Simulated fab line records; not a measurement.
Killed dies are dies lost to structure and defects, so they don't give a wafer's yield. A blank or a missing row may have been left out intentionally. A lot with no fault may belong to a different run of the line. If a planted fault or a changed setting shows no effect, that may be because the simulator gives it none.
Matching of chambers / flow n5_finfet / rie_diel-06 running N5_BEOL_M9_STRIP_67: 4 sister chambers
The step strips in CF4. 14 wafers are shown with their chamber, then 7 later ones without.

== EACH WAFER AND ITS CHAMBER ==
wafer=L074.2; chamber=2; showerhead_plenum_p_Torr (Torr)=1.86; drypump_motor_current_A (A)=6.3; throttle_valve_pct (%)=14.00
wafer=L074.3; chamber=0; showerhead_plenum_p_Torr (Torr)=1.86; drypump_motor_current_A (A)=6.2; throttle_valve_pct (%)=13.30
wafer=L074.6; chamber=1; showerhead_plenum_p_Torr (Torr)=1.80; drypump_motor_current_A (A)=5.4; throttle_valve_pct (%)=14.01
wafer=L078.2; chamber=0; showerhead_plenum_p_Torr (Torr)=1.86; drypump_motor_current_A (A)=6.1; throttle_valve_pct (%)=13.31
wafer=L078.3; chamber=2; showerhead_plenum_p_Torr (Torr)=1.86; drypump_motor_current_A (A)=6.3; throttle_valve_pct (%)=14.00
wafer=L078.6; chamber=1; showerhead_plenum_p_Torr (Torr)=1.80; drypump_motor_current_A (A)=5.3; throttle_valve_pct (%)=13.99
wafer=L082.1; chamber=0; showerhead_plenum_p_Torr (Torr)=1.85; drypump_motor_current_A (A)=6.1; throttle_valve_pct (%)=13.32
wafer=L082.2; chamber=1; showerhead_plenum_p_Torr (Torr)=1.80; drypump_motor_current_A (A)=5.3; throttle_valve_pct (%)=14.03
wafer=L082.5; chamber=1; showerhead_plenum_p_Torr (Torr)=1.80; drypump_motor_current_A (A)=5.3; throttle_valve_pct (%)=14.01
wafer=L088.1; chamber=3; showerhead_plenum_p_Torr (Torr)=1.70; drypump_motor_current_A (A)=5.6; throttle_valve_pct (%)=13.83
wafer=L088.2; chamber=0; showerhead_plenum_p_Torr (Torr)=1.85; drypump_motor_current_A (A)=6.1; throttle_valve_pct (%)=13.38
wafer=L088.4; chamber=2; showerhead_plenum_p_Torr (Torr)=1.85; drypump_motor_current_A (A)=6.2; throttle_valve_pct (%)=13.47
wafer=L087.2; chamber=3; showerhead_plenum_p_Torr (Torr)=1.70; drypump_motor_current_A (A)=5.7; throttle_valve_pct (%)=13.85
wafer=L087.3; chamber=2; showerhead_plenum_p_Torr (Torr)=1.85; drypump_motor_current_A (A)=6.2; throttle_valve_pct (%)=13.46

SIGNATURES (averages over the wafers above)
reading=showerhead_plenum_p_Torr; chamber 0=1.8550; chamber 1=1.8000; chamber 2=1.8550; chamber 3=1.7000; scatter within a chamber=0.00447
reading=drypump_motor_current_A; chamber 0=6.125; chamber 1=5.325; chamber 2=6.250; chamber 3=5.650; scatter within a chamber=0.0548
reading=throttle_valve_pct; chamber 0=13.3275; chamber 1=14.0100; chamber 2=13.7325; chamber 3=13.8400; scatter within a chamber=0.171
Rule: a wafer's distance from a chamber is the root of the sum, over the readings, of the square of ((its reading less the chamber's mean) divided by the reading's scatter). The wafer belongs to the nearest chamber; if the next one is less than 2 further off, it can't be placed. The scatter: the root of (the sum of the squares of (reading less its chamber's mean) over the shown wafers, divided by (wafers less chambers)).

== WAFERS MISSING THEIR CHAMBER ==
wafer=L087.5; showerhead_plenum_p_Torr (Torr)=1.85; drypump_motor_current_A (A)=6.2; throttle_valve_pct (%)=13.47
wafer=L090.1; showerhead_plenum_p_Torr (Torr)=1.85; drypump_motor_current_A (A)=6.3; throttle_valve_pct (%)=13.47
wafer=L090.5; showerhead_plenum_p_Torr (Torr)=1.85; drypump_motor_current_A (A)=6.1; throttle_valve_pct (%)=13.37
wafer=L090.6; showerhead_plenum_p_Torr (Torr)=1.79; drypump_motor_current_A (A)=5.4; throttle_valve_pct (%)=14.09
wafer=L093.1; showerhead_plenum_p_Torr (Torr)=1.70; drypump_motor_current_A (A)=5.6; throttle_valve_pct (%)=13.88
wafer=L093.3; showerhead_plenum_p_Torr (Torr)=1.85; drypump_motor_current_A (A)=6.2; throttle_valve_pct (%)=13.39
wafer=L093.5; showerhead_plenum_p_Torr (Torr)=1.85; drypump_motor_current_A (A)=6.2; throttle_valve_pct (%)=13.49

== THE CHAMBER EACH PASSED THROUGH ==
wafer=L087.5; from the rows above=can't be placed: 0 or 2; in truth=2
wafer=L090.1; from the rows above=can't be placed: 2 or 0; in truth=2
wafer=L090.5; from the rows above=0; in truth=0
wafer=L090.6; from the rows above=1; in truth=1
wafer=L093.1; from the rows above=3; in truth=3
wafer=L093.3; from the rows above=can't be placed: 0 or 2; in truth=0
wafer=L093.5; from the rows above=can't be placed: 0 or 2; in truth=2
3 of 7 placed correctly. These rows do not allow placing 4 (true chamber among the candidates in 4). 0 placed wrongly.
